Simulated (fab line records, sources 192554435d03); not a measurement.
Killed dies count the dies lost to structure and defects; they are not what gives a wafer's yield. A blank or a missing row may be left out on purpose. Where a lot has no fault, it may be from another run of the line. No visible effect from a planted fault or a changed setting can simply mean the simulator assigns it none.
Chamber matching | flow n5Finfet | 4 sister chambers for N5_BEOL_M8_STRIP_19 on rieDiel-03
The step strips in O2. 8 wafers are shown with their chamber, then 10 later ones without.

== EACH WAFER AND ITS CHAMBER ==
wafer  | chamber | showerheadPlenumPTorr (Torr) | drypumpMotorCurrentA (A)
L077.2 | 2       | 2.06                         | 6.11
L089.1 | 1       | 2.15                         | 5.30
L089.6 | 0       | 1.98                         | 5.53
L094.1 | 3       | 2.23                         | 5.90
L094.2 | 0       | 1.98                         | 5.58
L094.3 | 1       | 2.15                         | 5.30
L094.4 | 2       | 2.05                         | 6.12
L094.5 | 3       | 2.23                         | 5.91

== WAFERS WITH NO CHAMBER GIVEN ==
wafer  | showerheadPlenumPTorr (Torr) | drypumpMotorCurrentA (A)
L094.6 | 2.05                         | 6.11
L095.1 | 2.14                         | 5.31
L095.2 | 2.05                         | 6.10
L095.3 | 1.98                         | 5.57
L095.4 | 2.23                         | 5.92
L095.5 | 2.15                         | 5.28
L095.6 | 2.05                         | 6.10
L097.1 | 2.05                         | 6.15
L097.4 | 2.05                         | 6.16
L097.6 | 1.98                         | 5.56

== WHICH CHAMBER EACH ONE RAN IN ==
wafer  | from the rows above | in truth
L094.6 | 2                   | 2
L095.1 | 1                   | 1
L095.2 | 2                   | 2
L095.3 | 0                   | 0
L095.4 | 3                   | 3
L095.5 | 1                   | 1
L095.6 | 2                   | 2
L097.1 | 2                   | 2
L097.4 | 2                   | 2
L097.6 | 0                   | 0
Placed correctly: 10 of 10. From these rows, 0 cannot be placed. Placed wrongly: 0.
How it was worked out, from the rows above alone: a wafer's distance from a chamber is the root of the sum, over the readings, of the square of ((its reading less the chamber's mean) divided by the reading's scatter). The wafer belongs to the nearest chamber; if the next one is less than 2 further off, it can't be placed. A chamber's mean is the mean of its shown wafers. The scatter: take each reading less its chamber's mean, square it, sum over the shown wafers, divide by the number of wafers less the number of chambers, and take the root.
